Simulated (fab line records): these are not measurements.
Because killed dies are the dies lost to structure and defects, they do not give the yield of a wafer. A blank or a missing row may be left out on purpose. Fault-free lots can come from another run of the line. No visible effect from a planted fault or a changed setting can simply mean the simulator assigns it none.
fab line records	flow nandHarc	part 2 of 2: steps 5 to 6 of 6
[record] lots = 20	wafers = 60	lastDay = 33
route steps=1302 shown A_STAIRCASE@677
lots that met no fault: taken from a fault-free run of the same line
startH: start of the lot's first displayed wafer, in hours after the record's first day	waitH: hours from the lot's prior step to this one	" as in the row above	L1.1+2: one row covering several wafers at once	- no value, or no start was given	* or withheld: withheld	< > ~ a bound
route shown NAME@n: names a module that has steps shown in the file, with the first one's number in the route	usual: the fault-free wafers' mean and standard deviation	same: alike in all rows	chamber/n: place in a boat	sites: each site's reading	_std_site: standard deviation of those values	_edge_site: mean of outer sites minus mean of inner sites	radiusMm: how far each site lies from the wafer's centre	mask NAME#n: copy n	behind: the tool/chamber that last shaped the wafer	hold: why the lot was held/for how many hours/how that ended	device: names the non-switching transistor (n, p or np)	end of line: tests run on the same wafers once the route is complete	a step with no rows: only its recipe	killed: count of dies lost to structure and defects at first sort (not the wafer's yield)	map: a wafer's dies, x killed, . not, _ none there
set.NAME: the setting that was run; set.NAME@STEP: the one run at that earlier step	model.NAME: the simulator's own value behind a step, which no gauge read
the route's steps for a sample of lots (tables are steps, rows are wafers)
services: the hour from which a tool's chamber was out of use, counted from the record's first day as startH (under 0 if before that day), plus the number of hours and why
[[steps]]
[step NHARC_A_STAIRCASE_TRIM_187]
[recipe] timeS = 211.2	o2FlowSccm = 500	arFlowSccm = 0	biasW = 0	chemistry = O2
[usual] chamberPressureMTorr = 59.99/0.061	drypumpMotorCurrentA = 5.6/0.41	oesProductAu = 1.001/0.0087	rfVppV = 57.9/0.92	showerheadPlenumPTorr = 3.54/0.15	throttleValvePct = 17.037/0.008
lot.wafer	tool	chamber	startH	waitH	chamberPressureMTorr	drypumpMotorCurrentA	oesProductAu	rfHoursCounterH	rfVppV	showerheadPlenumPTorr	throttleValvePct
L074.1	rieDiel-04	1	340.98	0.1	59.98	5.8	0.992	47	58.4	3.62	17.029
L074.2	"	3	"	"	60.00	6.3	1.001	45	57.7	3.27	17.040
L074.4	"	0	"	"	60.02	5.4	0.995	44	59.4	3.48	17.033
L075.1	rieDiel-01	0	365.83	0.1	60.06	5.8	0.979	55	56.8	3.30	17.039
L075.3	"	2	"	"	60.07	5.5	0.981	52	58.7	3.61	17.023
L075.6	"	3	"	"	60.06	6.6	1.004	-	59.5	3.36	17.028
L077.4	rieDiel-09	0	380.78	0.1	60.01	5.2	0.986	21	58.0	3.48	17.031
L077.5	"	1	"	"	60.10	5.4	0.999	-	58.5	3.67	17.045
L077.6	"	2	"	"	60.05	5.6	1.009	-	57.3	3.41	17.040
L076.1	rieDiel-09	3	381.42	0.1	60.00	5.4	1.009	21	58.3	3.67	17.036
L076.4	"	0	"	"	60.03	5.3	0.991	21	58.5	3.48	17.025
L076.5	"	3	"	"	60.00	5.4	1.013	-	57.9	3.67	17.030
L078.1	rieDiel-04	0	399.46	0.1	60.00	5.4	1.001	12	57.6	3.47	17.038
L078.2	"	2	"	"	60.02	5.4	0.994	10	58.6	3.58	17.028
L078.6	"	1	"	"	59.98	5.8	0.986	-	58.7	3.61	17.040
L079.4	rieDiel-04	2	403.56	0.1	59.96	5.4	1.000	12	59.0	3.58	17.025
L079.1	"	0	"	"	59.95	5.4	0.994	13	57.1	3.47	17.039
L079.6	"	3	"	"	60.10	6.3	1.000	-	59.0	3.80	17.035
L080.3	rieDiel-04	3	404.20	0.1	60.06	6.3	0.999	15	59.4	3.80	17.026
L080.2	"	0	"	"	59.96	5.4	1.000	13	55.6	3.47	17.038
L080.5	"	3	"	"	59.90	6.3	1.005	-	57.8	3.80	17.024
L081.2	rieDiel-04	2	427.42	0.1	59.91	5.4	0.997	18	57.7	3.58	17.034
L081.3	"	0	"	"	60.09	5.4	0.989	23	56.9	3.46	17.041
L081.4	"	0	"	"	60.02	5.4	1.003	-	57.9	3.46	17.054
L083.3	rieDiel-01	0	442.41	0.1	59.99	5.8	1.013	17	57.5	3.29	17.025
L083.4	"	2	"	"	60.01	5.5	1.002	14	59.5	3.60	17.040
L083.6	"	3	"	"	60.05	6.5	1.007	-	56.6	3.35	17.030
L085.3	rieDiel-09	2	464.25	0.1	59.93	5.6	1.007	39	57.0	3.40	17.047
L085.1	"	3	"	"	60.03	5.3	1.021	50	58.1	3.65	17.046
L085.4	"	0	"	"	59.99	5.2	1.003	47	56.5	3.46	17.046
L084.1	rieDiel-09	3	464.59	0.1	59.90	5.3	1.017	50	58.5	3.65	17.032
L084.5	"	1	"	"	60.07	5.4	1.005	-	58.9	3.66	17.040
L084.6	"	2	"	"	59.98	5.6	1.020	-	57.7	3.40	17.058
L086.2	rieDiel-04	3	470.99	0.1	59.99	6.3	1.006	36	58.3	3.79	17.034
L086.5	"	2	"	"	59.93	5.4	1.003	-	57.9	3.57	17.044
L086.6	"	3	"	"	59.95	6.3	1.010	-	57.1	3.79	17.032
L087.1	rieDiel-04	0	476.76	0.1	60.15	5.4	0.997	37	57.8	3.45	17.039
L087.2	"	2	"	"	60.04	5.4	1.000	33	57.9	3.57	17.022
L087.6	"	0	"	"	59.97	5.4	1.005	-	58.3	3.45	17.052
L090.1	rieDiel-09	1	516.40	0.1	60.12	5.4	1.011	1	57.7	3.65	17.054
L090.6	"	1	"	"	59.99	5.4	1.002	-	58.6	3.65	17.050
L090.4	"	0	"	"	59.97	5.2	1.007	-	58.8	3.46	17.039
L091.2	rieDiel-01	0	516.70	0.1	60.03	5.8	0.996	47	59.2	3.28	17.040
L091.4	"	1	"	"	59.93	5.2	0.990	49	59.0	3.30	17.040
L091.1	"	2	"	"	60.02	5.5	0.986	43	57.2	3.58	17.032
L092.2	rieDiel-01	1	529.81	0.1	59.97	5.2	1.001	55	57.1	3.30	17.027
L092.4	"	2	"	"	60.11	5.5	0.998	49	58.9	3.58	17.038
L092.6	"	2	"	"	59.93	5.5	0.992	-	57.9	3.58	17.034
L094.1	rieDiel-01	2	552.11	0.5	60.06	5.5	0.990	59	56.9	3.57	17.043
L094.4	"	3	"	"	59.98	6.6	1.002	55	58.0	3.33	17.037
L094.5	"	2	"	"	59.95	5.5	0.988	-	57.8	3.57	17.039
L093.2	rieDiel-09	3	552.12	0.1	59.90	5.3	1.004	21	58.2	3.64	17.038
L093.1	"	0	"	"	59.99	5.2	0.994	21	57.6	3.45	17.039
L093.5	"	0	"	"	59.82	5.2	1.021	-	57.6	3.45	17.027
L095.2	rieDiel-04	1	568.77	0.2	59.96	5.8	0.983	6	56.7	3.58	17.037
L095.4	"	1	"	"	59.92	5.8	0.997	-	57.3	3.58	17.029
L095.5	"	3	"	"	59.93	6.3	0.990	-	58.2	3.77	17.036
L097.4	rieDiel-09	0	574.69	0.1	59.93	5.2	1.005	26	56.7	3.44	17.035
L097.2	"	2	"	"	59.97	5.6	1.007	6	57.3	3.39	17.058
L097.6	"	1	"	"	59.93	5.4	1.011	-	58.0	3.64	17.026
[step NHARC_A_STAIRCASE_ETCH_203]
[recipe] targetDepthA = 1000	timeS = 40.5	ionEnergyEv = 400	c4f8FlowSccm = 20	o2FlowSccm = 10	arFlowSccm = withheld	rfW = 600	biasW = 1000	chemistry = C4F8/O2
[usual] chamberPressureMTorr = 25.002/0.021	oesProductAu = 0.942/0.0099	rfVppV = 895/5.6
lot.wafer	tool	chamber	startH	waitH	chamberPressureMTorr	oesProductAu	rfHoursCounterH	rfVppV
L074.2	rieDiel-04	3	-	-	25.027	0.941	50	887
L074.1	"	1	"	"	24.984	0.937	49	898
L074.4	"	2	"	"	25.014	0.932	51	898
L075.3	rieDiel-04	2	-	-	24.968	0.943	1	898
L075.1	"	3	"	"	24.975	0.950	2	905
L075.6	"	3	"	"	25.025	0.950	-	905
L077.4	rieDiel-09	3	-	-	25.005	0.945	23	901
L077.6	"	2	"	"	25.011	0.940	-	891
L077.5	"	3	"	"	24.970	0.942	-	900
L076.4	rieDiel-04	2	-	-	25.024	0.936	5	899
L076.1	"	3	"	"	24.996	0.940	6	906
L076.5	"	2	"	"	25.015	0.939	-	897
L078.2	rieDiel-01	0	-	-	25.017	0.929	3	886
L078.1	"	1	"	"	24.991	0.928	4	889
L078.6	"	3	"	"	24.979	0.948	-	891
L079.1	rieDiel-04	3	-	-	25.035	0.937	18	906
L079.4	"	3	"	"	25.007	0.934	-	905
L079.6	"	0	"	"	24.986	0.957	-	894
L080.2	rieDiel-01	1	-	-	25.000	0.942	9	888
L080.3	"	3	"	"	25.029	0.936	7	889
L080.5	"	1	"	"	24.993	0.945	-	890
L081.3	rieDiel-09	2	-	-	24.980	0.941	27	891
L081.2	"	3	"	"	24.992	0.965	39	903
L081.4	"	0	"	"	24.984	0.958	38	893
L083.4	rieDiel-09	0	-	-	25.016	0.930	43	894
L083.3	"	3	"	"	24.962	0.933	45	901
L083.6	"	0	"	"	24.981	0.932	-	894
L085.1	rieDiel-01	0	-	-	24.976	0.939	27	887
L085.4	"	1	"	"	24.982	0.941	27	889
L085.3	"	3	"	"	24.992	0.933	25	889
L084.1	rieDiel-09	1	-	-	25.012	0.964	42	901
L084.6	"	1	"	"	25.009	0.963	-	900
L084.5	"	2	"	"	25.009	0.948	-	891
L086.2	rieDiel-01	0	-	-	25.003	0.943	28	888
L086.5	"	2	"	"	25.017	0.949	-	898
L086.6	"	3	"	"	24.998	0.953	-	889
L087.2	rieDiel-01	0	-	-	25.034	0.943	34	887
L087.1	"	1	"	"	25.005	0.948	34	887
L087.6	"	0	"	"	24.996	0.951	-	887
L091.4	rieDiel-01	2	-	-	25.009	0.949	44	899
L091.2	"	3	"	"	25.021	0.942	42	890
L091.1	"	0	"	"	24.979	0.957	48	886
L090.1	rieDiel-09	1	-	-	24.965	0.942	3	901
L090.6	"	0	"	"	24.976	0.922	-	893
L090.4	"	1	"	"	25.011	0.938	-	901
L092.2	rieDiel-01	2	-	-	24.983	0.953	50	899
L092.4	"	3	"	"	25.025	0.938	46	890
L092.6	"	3	"	"	25.007	0.942	-	889
L093.1	rieDiel-04	2	-	-	24.972	0.931	3	898
L093.2	"	0	"	"	25.021	0.932	4	893
L093.5	"	3	"	"	24.981	0.935	-	904
L094.4	rieDiel-09	0	-	-	25.011	0.939	21	893
L094.1	"	1	"	"	25.010	0.959	19	900
L094.5	"	3	"	"	25.004	0.939	-	899
L095.2	rieDiel-09	3	-	-	24.995	0.937	26	900
L095.4	"	0	"	"	24.989	0.936	26	894
L095.5	"	2	"	"	25.017	0.957	-	891
L097.2	rieDiel-09	0	-	-	25.022	0.943	27	894
L097.4	"	1	"	"	24.990	0.946	25	900
L097.6	"	0	"	"	24.965	0.933	-	892
[[services]]
tool	chamber	startH	hours	kind
rieDiel-09	-	320.23	9.0	pm
rieDiel-09	0	320.23	9.0	ventCycle
rieDiel-09	1	320.23	9.0	ventCycle
rieDiel-09	2	320.23	9.0	ventCycle
rieDiel-09	3	320.23	9.0	ventCycle
rieDiel-09	0	329.23	-	clean
rieDiel-09	1	329.23	-	clean
rieDiel-01	1	342.60	41.4	repair
rieDiel-04	2	346.80	3.1	repair
rieDiel-01	3	355.41	3.9	repair
rieDiel-04	-	355.73	9.0	pm
rieDiel-01	-	380.94	9.0	pm
rieDiel-09	0	389.58	2.6	repair
rieDiel-09	2	405.13	8.3	repair
rieDiel-04	2	405.71	3.7	repair
rieDiel-04	1	426.06	9.2	repair
rieDiel-04	1	445.58	4.4	repair
rieDiel-04	0	460.20	10.4	repair
rieDiel-09	-	497.23	9.0	pm
rieDiel-09	1	509.63	3.2	repair
rieDiel-04	-	532.73	9.0	pm
rieDiel-01	-	558.05	9.0	pm
rieDiel-04	2	567.01	34.5	repair
rieDiel-09	-	568.36	2.1	repair
